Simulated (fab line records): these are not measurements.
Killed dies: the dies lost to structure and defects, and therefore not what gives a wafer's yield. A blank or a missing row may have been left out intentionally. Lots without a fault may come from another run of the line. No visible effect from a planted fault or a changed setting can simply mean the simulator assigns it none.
fab line records | flow n5_finfet
record: lots: 4 | wafers: 12 | last_day: 16
route steps=1938 shown BEOL_M12@1639 BEOL_M13@1659 PASSIVATION@1936
lots with no fault: from the same line, run without faults
start_h: hours from the record's opening day to when the first of the lot's shown wafers began | wait_h: hours since the lot's step before | " unchanged from the row above | L1.1+2: one row covering several wafers at once | - no value, or no start given | * or withheld: withheld | < > ~ a bound
route shown NAME@n: a module of which the file shows steps, and the number in the route of the first | usual: mean and standard deviation over wafers with no fault | same: alike in all rows | chamber/n: place in a boat | sites: readings site by site | _std_site: how widely they spread, as a standard deviation | _edge_site: mean of outer sites minus mean of inner sites | radius_mm: for every site, how far away it sits from the centre of the wafer | mask NAME#n: copy n | behind: tool/chamber where the wafer was last shaped | hold: what put the lot on hold/how long, in hours/how the hold closed | device: transistor that didn't switch, given as n, p or np | end of line: tests run on the same wafers once the route is complete | step lacking rows: just its recipe | killed: not the wafer's yield, but the dies lost to structure and defects at the first sort | map: a wafer's dies, x killed, . not, _ none there
set.NAME: the setting that was run; set.NAME@STEP: the one run at that earlier step | model.NAME: the simulator's own value behind a step, which no gauge read
certain route steps with their lots: each step a table, each wafer a row
services: a tool's chamber out of use, with start hour (start_h, from the record's first day; less than 0 if before it), hours out, and reason
== steps ==
step: N5_BEOL_M12_TRENCH_ETCH_34
recipe: chemistry: C4F8/O2/Ar | target: SiOC | target_depth_a: 3189.5 | mask_material: SOC | pressure_mtorr: 30 | source_w: 3000 | bias_w: 700 | Ar_flow_sccm: 400 | C4F8_flow_sccm: 15 | O2_flow_sccm: 8 | he_inner_torr: 15 | he_outer_torr: 30 | time_s: 125.5 | ion_energy_ev: 250
step: N5_BEOL_M12_STRIP_70
recipe: chemistry: C4F8/O2/Ar | resist: SiARC | rf_frequency_hz: 6e+07
step: N5_BEOL_M12_STRIP_37
recipe: chemistry: N2/H2 | power_w: 1000 | temp_c: 250 | h2_frac: 0.65 | overash_fraction: 0.3 | pressure_mtorr: withheld | n2_flow_sccm: 1750 | h2_flow_sccm: 3250
step: N5_BEOL_M12_ETCH_38
recipe: chemistry: CF4/N2 | target: SiCN | target_depth_a: 687 | taper_deg: 2 | time_s: 73.4 | ion_energy_ev: 150 | mask_material: SiO2 | pressure_mtorr: 40 | source_w: 430 | bias_w: 70 | Ar_flow_sccm: 100 | cf4_flow_sccm: 60 | n2_flow_sccm: 60
step: N5_BEOL_M12_PRECLEAN_39
recipe: chemistry: residue_remover | time_s: 60 | temp_c: 40
step: N5_BEOL_M12_SRD_40
recipe: time_s: 30 | temp_c: 23 | rinse_liquid: diw | dry: n2_spin | spin_rpm: 1500 | dry_time_s: 30
step: N5_BEOL_M12_DEGAS_41
recipe: ambient: vacuum | temp_c: 250 | time_s: 60
step: N5_BEOL_M12_PRE_CLEAN_42
recipe: gas: H2/He | time_s: 30 | temp_c: 250
step: N5_BEOL_M12_SPUTTER_43
recipe: material: TaN | target_thk_a: 150 | temp_c: 50 | bias_v: 168.6 | power_w: 15000 | chamber_pressure_pa: 0.12 | time_s: 24.19
step: N5_BEOL_M12_SPUTTER_44
recipe: material: Ta | target_thk_a: 100 | temp_c: 50 | bias_v: 80 | power_w: 15000 | chamber_pressure_pa: 0.07 | time_s: 16.13
step: N5_BEOL_M12_SPUTTER_45
recipe: material: Cu | target_thk_a: 800 | temp_c: -20 | bias_v: 60 | power_w: 26000 | chamber_pressure_pa: 0.13 | time_s: 13.33
step: N5_BEOL_M12_ECD_47
recipe: material: Cu | target_thk_a: 7200
lot.wafer  | tool      | chamber | start_h | wait_h
L847.1+2+3 | ecd_cu-01 | 0,1,0   | 330.08  | 0.1
L845.2+3+6 | ecd_cu-02 | 0,1,0   | 335.76  | 0.1
L849.2+4+6 | ecd_cu-01 | 0,1,0   | 335.88  | 0.1
L850.3+4+5 | ecd_cu-01 | 0,1,1   | 358.33  | 0.1
step: N5_BEOL_M12_ANNEAL_48
recipe: temp_c: 225 | time_s: 90 | ambient: N2
step: N5_BEOL_M12_CMP_49
recipe: stop_on: SiOC | t_overpolish_s: 20.6 | down_force_psi: 1 | platen_rpm: 50 | clearing_platen_down_force_psi: 1.5 | clearing_platen_rpm: 50 | post_cmp_clean: cu_alkaline | target_thk_nm: 320 | clearing_platen_pad_velocity_m_s: 0.99484 | pad_velocity_m_s: 0.99484
step: N5_BEOL_M12_PRE_CLEAN_52
recipe: gas: NH3 | time_s: 15 | temp_c: withheld | rf_power_w: 300
step: N5_BEOL_M12_DEP_53
recipe: material: SiCN | target_thk_a: 300 | temp_c: withheld | precursor: 3MS/NH3 | pressure_torr: 3 | rf_w: 675 | time_s: 10.5
step: N5_BEOL_M13_ILD_DEP_00
recipe: material: SiOC | target_thk_a: 8379.2 | temp_c: 350 | precursor: DEMS/O2 | pressure_torr: 5 | rf_w: 500 | time_s: 166.4
step: N5_BEOL_M13_COAT_58
recipe: resist: BARC | temp_c: 205 | time_s: 60 | spin_rpm: 1500 | resist_thk_nm: 89
step: N5_BEOL_M13_COAT_04
recipe: spin_rpm: 1625 | resist_thk_nm: 400
step: N5_BEOL_M13_EBR_06
recipe: solvent: PGMEA | ebr_width_mm: 1.5
step: N5_BEOL_M13_SOFTBAKE_05
recipe: temp_c: 130 | time_s: 60
step: N5_BEOL_M13_EXPOSE_07
recipe: mask_id: V12 | na: 0.93 | source_shape: conventional | sigma_outer: 0.6 | polarization: unpolarized | attpsm_phase_deg: 180 | dose_mj: 24.8
step: N5_BEOL_M13_PEB_08
recipe: peb_temp_c: 130 | peb_time_s: 90
step: N5_BEOL_M13_DEVELOP_09
recipe: develop_time_s: 45 | rinse_liquid: diw | dry: air_spin | dev_temp_c: 21
step: N5_BEOL_M13_HARDBAKE_14
recipe: temp_c: 130 | time_s: 120
step: N5_BEOL_M13_DESCUM_15
recipe: chemistry: O2 | time_s: 7.9 | source_power_w: 50 | bias_power_w: 20 | pressure_mtorr: 20 | rf_frequency_hz: 2.712e+07 | temp_c: 40 | o2_flow_sccm: 225
step: N5_BEOL_M13_ETCH_59
recipe: chemistry: N2/H2 | target: BARC | target_depth_a: 890 | overetch_a: 267 | time_s: 67.9 | ion_energy_ev: 200 | pressure_mtorr: 30 | source_w: 840 | bias_w: 150 | n2_flow_sccm: 200 | h2_flow_sccm: 200
step: N5_BEOL_M13_VIA_ETCH_16
recipe: chemistry: C4F8/O2/Ar | target: SiOC | pressure_mtorr: 30 | source_w: 3000 | bias_w: 700 | Ar_flow_sccm: 400 | C4F8_flow_sccm: 15 | O2_flow_sccm: 8 | he_inner_torr: 15 | he_outer_torr: 30 | target_depth_a: 9217 | time_s: withheld | ion_energy_ev: 250 | ends: cleared
step: N5_BEOL_M13_STRIP_63
recipe: chemistry: N2/H2 | power_w: 1000 | temp_c: 250 | h2_frac: 0.65 | overash_fraction: 0.3 | pressure_mtorr: 1000 | n2_flow_sccm: 1750 | h2_flow_sccm: 3250
step: N5_BEOL_M13_STRIP_64
recipe: chemistry: N2/H2 | power_w: 1000 | temp_c: 250 | h2_frac: 0.65 | overash_fraction: 0.3 | pressure_mtorr: withheld | n2_flow_sccm: 1750 | h2_flow_sccm: 3250
step: N5_BEOL_M13_STRIP_71
recipe: chemistry: post_etch_residue_remover | time_s: 60 | temp_c: 25 | remover_ph: withheld | remover_water_wt_pct: withheld | remover_fluoride_wt_pct: withheld
step: N5_BEOL_M13_SRD_72
recipe: time_s: 30 | temp_c: 23 | rinse_liquid: diw | dry: n2_spin | spin_rpm: 1500 | dry_time_s: 30
step: N5_BEOL_M13_COAT_65
recipe: resist: SOC | temp_c: 250 | time_s: 60 | spin_rpm: 1500 | resist_thk_nm: 350
step: N5_PASSIVATION_PROBE_49
usual: defect_limited_yield: 91.3/1.3 | killed_at_M0_to_M3: 35/9.3 | killed_at_M4_up: 14/5.2 | killed_at_contacts: 12/5.9 | killed_at_front_end: 38/11 | killed_at_other: 4/3.7 | killed_dies: 103/15 | killed_on_rim: 14/4 | killed_open: 67/12 | killed_short: 34/8 | sort_bin_5_function: 5.1/0.88 | sort_bin_6_memory: 3.3/0.65 | sort_n_pass: 1077/15 | sort_yield_pct: 91.3/1.3
same: gross_dies: 1180 | killed_at_back_side: 0 | sort_bin_4_leakage[%]: 0 | sort_bin_8_speed[%]: 0
lot.wafer | tool      | chamber | start_h | wait_h | defect_limited_yield[%] | killed_at_M0_to_M3 | killed_at_M4_up | killed_at_contacts | killed_at_front_end | killed_at_other | killed_dies | killed_on_rim | killed_open | killed_short | sort_bin_5_function[%] | sort_bin_6_memory[%] | sort_n_pass | sort_yield_pct[%]
L849.4    | prober-01 | -       | 384.69  | 0.2    | 72.9                    | 32                 | 241             | 16                 | 30                  | 1               | 320         | 42            | 68          | 26           | 15.4                   | 10.4                 | 860         | 72.9
L850.4    | prober-02 | -       | 394.47  | 0.2    | 71.4                    | 24                 | 256             | 10                 | 42                  | 6               | 338         | 42            | 63          | 26           | 18.9                   | 7.9                  | 842         | 71.4
L850.5    | prober-02 | -       | 394.52  | 0.2    | 72.4                    | 26                 | 236             | 12                 | 49                  | 3               | 326         | 57            | 60          | 35           | 16.7                   | 9.5                  | 854         | 72.4
killed by level:class
L849.4 BEOL_M12:unspecified=226 MOL_CONTACT_COAG:geometric_particle:open=13 STI_FIN_REVEAL:geometric_particle:open=8 BEOL_M7:geometric_particle:open=7 BEOL_M1:geometric_particle:open=6 BEOL_M0_SAQP:geometric_particle:open=5 BEOL_M0_SAQP:geometric_particle:short=5 BEOL_M0:geometric_particle:open=5
L850.4 BEOL_M12:unspecified=242 DUMMY_GATE:geometric_particle:open=12 STI_FIN_REVEAL:geometric_particle:open=8 MOL_CONTACT_COAG:geometric_particle:open=8 BEOL_M2:geometric_particle:open=6 DUMMY_GATE:geometric_particle:short=4 BEOL_M4:geometric_particle:open=4 FIN_SAQP:geometric_particle:open=3
L850.5 BEOL_M12:unspecified=229 STI_FIN_REVEAL:geometric_particle:open=11 MOL_CONTACT_COAG:geometric_particle:open=9 GATE_CUT:geometric_particle:short=8 DUMMY_GATE:geometric_particle:open=7 BEOL_M0_SAQP:geometric_particle:short=7 FIN_SAQP:geometric_particle:open=6 BEOL_M2:geometric_particle:open=6
map L849.4 (x killed, . not)
_________________...x.xx.....________________
______________.......x.....x.xxx_____________
___________x..x......xx..x.........__________
__________.....x.......xxxxx......x._________
________...x....x.....x..........xx..._______
_______x.x.x...x.......x......xx.....x.______
______.x.xx..............xx...xx..x...xx_____
_____...x....x.xx...xxx.x.xx.x....xx..x..____
____..x...x.x....x....xx...xxx.x...x....x.___
___.......x............x..xx..x..x..xxxx.x.__
___.....x...x................x.xx..x.......__
__.....xx.....x.........x.xx.xx............x_
__xx.x....x.x..x....x.xx..xx..x...x...x.xx.._
_.......xx...xx...x.....x........x.xx.x..x...
_xx...x....x.x.................x.....xx..x...
_...xx.x.x..x...x......x.......x.xxxx....x...
_x.x.x...xx.........x......x........x....x...
_...xx.x..x...x...x..x.x........x....x.x..xx.
_.............x.....x.......x..xx..x.x...xx.x
_.x..x....x...xx..x...x.x.xx...xxx.xx..x.x..x
_x.....x............x..x.......x..x..xxxxx...
__..xx.x.....x....x.....xx.......xx..x.x...x_
__xx..x...x........xx..xx.x..x.x...xxx.xx..x_
___..xx.....x..x..x....x..x....x....x...x..__
___.x..x.xx..x.x..x.x..xxxx..x.....x.x....x__
____.......x.x.......xx.......xxxx....x...___
_____.......xx......x...x....x....xx.x.x.____
______........x.............x...x......x_____
_______x.x....x.x.x........x......xxx..______
________.xxx........x....x.......x...x_______
__________.x.x.xxxx......x.....x...._________
___________....x.xx..x...x.....xx..__________
______________x.x.x.......xx...._____________
_________________.....x...x..________________
map L850.4 (x killed, . not)
_________________....x.x...x.________________
______________..x......x........_____________
___________...xxx......x.x...x...xx__________
__________..xx....xx.x.xx.x..x.....x_________
________.......x...x.x....x.x...x...xx_______
_______.x..x...x..x.x...x.x.x...xx.x...______
______........x....x..x...x....x.x..x.x._____
_____.....xx.....x....x.x......x..x......____
____x..xxx.xx..x.....xx.....x.x..xx.xx...x___
___x..x.xx..x..x......xxx.x..x.x....x....xx__
___x....x.....x....x....x.x...xxxxx....xxx.__
__.....x.x...x...x.x..x..xx.xx....x...xxx..._
__.........x...xxxx......xx....x.x..x..x.xx._
_.......x.x......x.xx....x.........xx.......x
_xx..x.x...........xx......x..x....x..x.x....
_....xxxx..x........x......xx.x.........xx...
_.........x.....xxx.x.......x.......x.x......
_..xxx..x........x...x.....xxx..x...xxx.x..x.
_x.x.x.....x.x...........x....x..x....x.xx.x.
_.x..x..x...x..x.xxx...x..xxxx..x............
_xx....x.........x....x....xx....x.x..xx.....
__.......x..x.........x....xxx..xxx........._
__.xx.....x.x....x..x.x.......x..x.x.xxx.x.._
___...x....x..xxx...............x.x.....x..__
___........x..x...x.............xx...xxx...__
____....x......x.xxx..x...xx.........x....___
_____xx........x.xxxx.xx........xxx....x.____
______....x.xx..x........x..x.x........._____
_______...x..x.xx......xxx.x.xxx.x.....______
________xx.x....x......xxx..xx.....x.x_______
__________..xx....x...x..x....x...x._________
___________..xx....x...x.x.x.x...x.__________
______________.x..xx.x..x.x.x.xx_____________
_________________.xx....x....________________
== services ==
tool      | chamber | start_h | hours | kind
ecd_cu-01 | -       | 316.42  | 5.9   | pm
ecd_cu-02 | -       | 331.19  | 3.0   | repair
== key ==
first_sign: step: N5_PASSIVATION_PROBE_49 | reading: killed_at_M4_up | direction: up | sigmas: 45 | usual: 14 | struck: 244
effect: step: N5_PASSIVATION_PROBE_49 | reading: defect_limited_yield | direction: down | sigmas: 15 | usual: 91.3 | struck: 72.2
more_kills_born_at: N5_BEOL_M12_ECD_47@ecd_cu-01: 697
met_at N5_BEOL_M12_ECD_47
struck_wafers L849.4,L850.4,L850.5
onset_between 330.08 335.88
fault: kind: chamber_particle_source | tool: ecd_cu-01 | chamber: 1 | onset_h: 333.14 | steps: N5_BEOL_M12_ECD_47 | rate_per_visit_cm2: 0.43679 | end_h: 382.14
